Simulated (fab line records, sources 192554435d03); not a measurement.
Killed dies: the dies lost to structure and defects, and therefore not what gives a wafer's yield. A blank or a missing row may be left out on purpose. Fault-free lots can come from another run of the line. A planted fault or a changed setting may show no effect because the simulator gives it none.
Split-lot experiment	flow n5_finfet	on a route of 1938 steps: 7 lots, 21 wafers read

ABOUT THE SPLIT
At N5_HKMG_FIN_ETCH_54 (etches SiARC in CF4, target depth 45.5 nm, time 75.8 s), the setting bias_w was moved away from the recipe's 36 W on 4 of the 21 wafers read, by +6.4% to +14.0%. For the rest of the wafers, this setting stayed at what the recipe calls for.

The split's own step is where the reading is taken.

THE READING
rf_vpp_V, in V, at N5_HKMG_FIN_ETCH_54 (etches SiARC in CF4, target depth 45.5 nm, time 75.8 s). On this fab line, fault-free wafers typically give 184.0 V with a standard deviation of 1 V.

wafer	tool, chamber at the split	bias_w as run, W	against the recipe	rf_vpp_V, V	against lot-mates on the recipe
L074.3	rie_diel-05, 3	36	recipe	182.8	-
L074.4	rie_diel-05, 3	36	recipe	183.6	-
L074.5	rie_diel-05, 2	36	recipe	182.6	-
L076.1	rie_diel-05, 0	36	recipe	183.8	-
L076.4	rie_diel-05, 0	36	recipe	183.0	-
L076.6	rie_diel-05, 2	36	recipe	182.3	-
L082.1	rie_diel-03, 3	36	recipe	186.6	-
L082.3	rie_diel-03, 1	36	recipe	184.2	-
L082.6	rie_diel-03, 1	36	recipe	183.4	-
L088.2	rie_diel-06, 3	38.3	+6.4%	191.2	+6.9
L088.4	rie_diel-06, 0	36	recipe	184.3	-
L088.6	rie_diel-06, 2	38.3	+6.4%	188.8	+4.5
L089.1	rie_diel-06, 0	36	recipe	184.2	-
L089.2	rie_diel-06, 2	36	recipe	183.4	-
L089.6	rie_diel-06, 2	36	recipe	183.9	-
L091.2	rie_diel-06, 0	36	recipe	185.3	-
L091.4	rie_diel-06, 1	41.03	+14.0%	198.8	+13.5
L091.6	rie_diel-06, 0	41.03	+14.0%	200.4	+15.1
L094.1	rie_diel-05, 1	36	recipe	184.6	-
L094.2	rie_diel-05, 3	36	recipe	184.5	-
L094.6	rie_diel-05, 0	36	recipe	182.7	-

THE FIT
A straight line over all 21 wafers: rf_vpp_V changes by +1.1 V for each +1% of bias_w; r = +0.98; the points scatter about the line by 1.1 V.
The same after taking each lot's own level away (the mean of its wafers on the recipe; 21 wafers): +1 V for each +1%; r = +0.98; scatter 0.89 V.
That fit puts the effect of the largest move of bias_w on the reading at 14 V.
The lots' own levels span 183.00 to 185.30 V, that is 2.3 times the standard deviation above.
The two slopes agree, so the slope changes little with the lot-to-lot level.
Check: +14.3 V against its lot-mates is what the line predicts for one of the wafers moved furthest among these (+14.0%) when that wafer is left out of the fit. Against them it came out at +13.5 V.
Tool readings at the split's step, against how far the setting was moved: rf_vpp_V r = +0.98.

FILE'S OWN FIT
rf_vpp_V changes by +1 V for each +1% of bias_w, r = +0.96.
